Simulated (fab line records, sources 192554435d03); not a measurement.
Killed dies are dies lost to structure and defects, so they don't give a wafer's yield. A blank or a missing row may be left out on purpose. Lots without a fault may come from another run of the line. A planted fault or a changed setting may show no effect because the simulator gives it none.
Chamber matching | flow n5_finfet | N5_BEOL_M8_DESCUM_33 on rie_diel-01: 4 sister chambers
The step chemistry O2, time 7 s. 16 wafers are shown with their chamber, then 8 later ones without.

WAFERS WITH THEIR CHAMBER
wafer  | chamber | showerhead_plenum_p_Torr (Torr) | oes_product_au (a.u.) | drypump_motor_current_A (A)
L075.2 | 0       | 2.14                            | 0.69                  | 6.5
L075.4 | 3       | 2.04                            | 0.87                  | 6.0
L075.6 | 0       | 2.14                            | 0.69                  | 6.4
L080.1 | 0       | 2.14                            | 0.69                  | 6.4
L080.4 | 2       | 2.01                            | 0.73                  | 6.5
L080.6 | 0       | 2.14                            | 0.68                  | 6.4
L081.1 | 0       | 2.14                            | 0.67                  | 6.4
L081.3 | 2       | 2.01                            | 0.72                  | 6.6
L081.4 | 1       | 2.03                            | 0.84                  | 5.8
L082.3 | 1       | 2.03                            | 0.84                  | 5.8
L082.4 | 3       | 2.04                            | 0.87                  | 5.9
L082.6 | 3       | 2.04                            | 0.86                  | 5.9
L085.2 | 2       | 2.01                            | 0.71                  | 6.5
L085.3 | 0       | 2.14                            | 0.67                  | 6.4
L085.4 | 1       | 2.03                            | 0.83                  | 5.7
L092.1 | 1       | 2.02                            | 0.81                  | 5.8

SIGNATURES (means of the wafers above)
reading                  | chamber 0 | chamber 1 | chamber 2 | chamber 3 | scatter within a chamber
showerhead_plenum_p_Torr | 2.1400    | 2.0275    | 2.0100    | 2.0400    | 0.0025
oes_product_au           | 0.6817    | 0.8300    | 0.7200    | 0.8667    | 0.0106
drypump_motor_current_A  | 6.417     | 5.775     | 6.533     | 5.933     | 0.0493
Rule: a wafer's distance from a chamber is the root of the sum, over the readings, of the square of ((its reading less the chamber's mean) divided by the reading's scatter). The wafer belongs to the nearest chamber; if the next one is less than 2 further off, it can't be placed. The scatter: the root of (the sum of the squares of (reading less its chamber's mean) over the shown wafers, divided by (wafers less chambers)).

WAFERS WITHOUT THEIR CHAMBER
wafer  | showerhead_plenum_p_Torr (Torr) | oes_product_au (a.u.) | drypump_motor_current_A (A)
L092.2 | 2.00                            | 0.71                  | 6.5
L092.6 | 2.13                            | 0.99                  | 6.4
L094.1 | 2.13                            | 0.97                  | 6.4
L094.2 | 2.03                            | 0.84                  | 5.9
L094.5 | 2.13                            | 0.97                  | 6.4
L096.2 | 2.03                            | 0.83                  | 5.9
L096.4 | 2.00                            | 0.70                  | 6.5
L096.5 | 2.13                            | 0.95                  | 6.4

WHICH CHAMBER EACH WENT THROUGH
wafer  | from the rows above     | in truth
L092.2 | 2                       | 2
L092.6 | 0                       | 0
L094.1 | 0                       | 0
L094.2 | can't be placed: 1 or 3 | 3
L094.5 | 0                       | 0
L096.2 | 1                       | 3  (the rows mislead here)
L096.4 | 2                       | 2
L096.5 | 0                       | 0
Placed correctly: 6 of 8. Can't be placed from these rows: 1 (the true chamber is among the candidates in 1). Placed wrongly: 1.
